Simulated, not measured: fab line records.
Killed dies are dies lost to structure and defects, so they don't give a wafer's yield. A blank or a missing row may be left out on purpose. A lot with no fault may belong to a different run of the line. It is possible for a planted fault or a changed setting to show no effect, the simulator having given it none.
Split-lot trial | flow n5Finfet | on a route of 1938 steps: 7 lots, 39 wafers read

## ABOUT THE SPLIT
At N5_FIN_SAQP_PECVD_06 (deposits a-Si from SiH4/He, target thk 60 nm, time 48.1 s), the setting timeS was moved away from the recipe's 48.1 s on 15 of the 39 wafers read, by -59.8% to +40.3%. This setting was run at the recipe's value on the other wafers.

## FROM THE SPLIT TO THE READING: what the file shows between them, 5 steps
- N5_FIN_SAQP_THK_MEAS_07
- N5_FIN_SAQP_HM_DEP_72: deposits SiO2 from SiH4/N2O, target thk 12 nm, time 7.2 s
- N5_FIN_SAQP_COAT_49: time 60 s, resist thk 100 nm
- N5_FIN_SAQP_HM_OPEN_73: chemistry CHF3/O2, target SiO2, stops on a-Si, target depth 12 nm, time 16.8 s
- N5_FIN_SAQP_STRIP_74: strips in CHF3/O2

## THE READING
oesProductAu, in a.u., at N5_FIN_SAQP_MANDREL_ETCH_22 (etches a-Si in HBr/Cl2, stops on SiNx, target depth 60 nm, bt time 10 s, time 30 s). A value of 0.760 a.u. with a standard deviation of 0.012 a.u. is what fault-free wafers of this fab line usually give.

wafer  | tool, chamber at the split | timeS as run, s | against the recipe | oesProductAu, a.u. | against lot-mates on the recipe
L080.1 | pecvd-01, 0                | 48.1            | recipe             | 0.774              | -
L080.2 | pecvd-01, 1                | 48.1            | recipe             | 0.751              | -
L080.3 | pecvd-01, 0                | 25.7            | -46.6%             | 0.539              | -0.224
L080.4 | pecvd-01, 1                | 48.1            | recipe             | 0.763              | -
L080.5 | pecvd-01, 0                | 25.7            | -46.6%             | 0.565              | -0.198
L080.6 | pecvd-01, 1                | 25.7            | -46.6%             | 0.542              | -0.221
L082.1 | pecvd-03, 0                | 67.49           | +40.3%             | 0.948              | +0.197
L082.2 | pecvd-03, 2                | 67.49           | +40.3%             | 0.924              | +0.173
L082.3 | pecvd-03, 1                | 48.1            | recipe             | 0.740              | -
L082.4 | pecvd-03, 2                | 48.1            | recipe             | 0.764              | -
L082.5 | pecvd-03, 0                | 67.49           | +40.3%             | 0.939              | +0.188
L082.6 | pecvd-03, 1                | 48.1            | recipe             | 0.748              | -
L083.1 | pecvd-01, 0                | 48.1            | recipe             | 0.744              | -
L083.2 | pecvd-01, 1                | 48.1            | recipe             | 0.771              | -
L083.3 | pecvd-01, 2                | 27.98           | -41.8%             | 0.567              | -0.191
L083.4 | pecvd-01, 2                | 48.1            | recipe             | 0.758              | -
L083.5 | pecvd-01, 1                | 27.98           | -41.8%             | 0.579              | -0.179
L083.6 | pecvd-01, 0                | 27.98           | -41.8%             | 0.580              | -0.178
L086.2 | pecvd-03, 2                | 48.1            | recipe             | 0.761              | -
L086.5 | pecvd-03, 0                | 48.1            | recipe             | 0.769              | -
L086.6 | pecvd-03, 1                | 48.1            | recipe             | 0.789              | -
L091.1 | pecvd-04, 0                | 48.1            | recipe             | 0.746              | -
L091.2 | pecvd-04, 2                | 19.33           | -59.8%             | 0.490              | -0.271
L091.3 | pecvd-04, 1                | 48.1            | recipe             | 0.777              | -
L091.4 | pecvd-04, 1                | 19.33           | -59.8%             | 0.499              | -0.262
L091.5 | pecvd-04, 2                | 19.33           | -59.8%             | 0.484              | -0.277
L091.6 | pecvd-04, 0                | 48.1            | recipe             | 0.761              | -
L092.1 | pecvd-03, 1                | 48.1            | recipe             | 0.762              | -
L092.2 | pecvd-03, 0                | 48.1            | recipe             | 0.762              | -
L092.3 | pecvd-03, 2                | 48.1            | recipe             | 0.747              | -
L092.4 | pecvd-03, 2                | 48.1            | recipe             | 0.781              | -
L092.5 | pecvd-03, 1                | 48.1            | recipe             | 0.762              | -
L092.6 | pecvd-03, 0                | 48.1            | recipe             | 0.765              | -
L095.1 | pecvd-01, 1                | 48.1            | recipe             | 0.735              | -
L095.2 | pecvd-01, 0                | 19.79           | -58.9%             | 0.498              | -0.256
L095.3 | pecvd-01, 2                | 48.1            | recipe             | 0.747              | -
L095.4 | pecvd-01, 1                | 19.79           | -58.9%             | 0.477              | -0.277
L095.5 | pecvd-01, 2                | 19.79           | -58.9%             | 0.485              | -0.269
L095.6 | pecvd-01, 0                | 48.1            | recipe             | 0.780              | -

THE FIT
A straight line over all 39 wafers: oesProductAu changes by +0.00452 a.u. for each +1% of timeS; r = +1.00; the points scatter about the line by 0.013 a.u.
The same after taking each lot's own level away (the mean of its wafers on the recipe; 39 wafers): +0.00454 a.u. for each +1%; r = +1.00; scatter 0.011 a.u.
Per that fit: largest timeS move, reading shift of 0.27 a.u.
Across the lots, their own levels run from 0.7507 to 0.7730 a.u., a range of 1.9 times the standard deviation given above.
The two slopes are in agreement: the lot-to-lot level therefore moves the slope only a little.
Check: -0.271 a.u. against its lot-mates is what the line predicts for one of the wafers moved furthest among these (-59.8%) when that wafer is left out of the fit. Against them it came out at -0.271 a.u.

## THE WHOLE CHAIN: every reading that the file lists as answering this split, in the file's order
step                        | what it does                                                                       | reading                                                                          | change (the file's fit)                   | r (the file's)
N5_FIN_SAQP_PECVD_06        | deposits a-Si from SiH4/He, target thk 60 nm, time 48.1 s                          | a-Si_of_FIN_SAQP_PECVD_06.thkNm (the simulator's own value, which no gauge read) | +0.603 nm for each +1% of the setting     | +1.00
N5_FIN_SAQP_THK_MEAS_07     |                                                                                    | thkNm                                                                            | withheld for each +1% of the setting      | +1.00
N5_FIN_SAQP_MANDREL_ETCH_22 | etches a-Si in HBr/Cl2, stops on SiNx, target depth 60 nm, bt time 10 s, time 30 s | oesProductAu                                                                     | +0.00453 a.u. for each +1% of the setting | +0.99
N5_FIN_SAQP_MANDREL_ETCH_22 | etches a-Si in HBr/Cl2, stops on SiNx, target depth 60 nm, bt time 10 s, time 30 s | etch.depthNm (the simulator's own value, which no gauge read)                    | +0.603 nm for each +1% of the setting     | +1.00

## FILE'S OWN FIT
oesProductAu changes by +0.00453 a.u. for each +1% of timeS, r = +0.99.
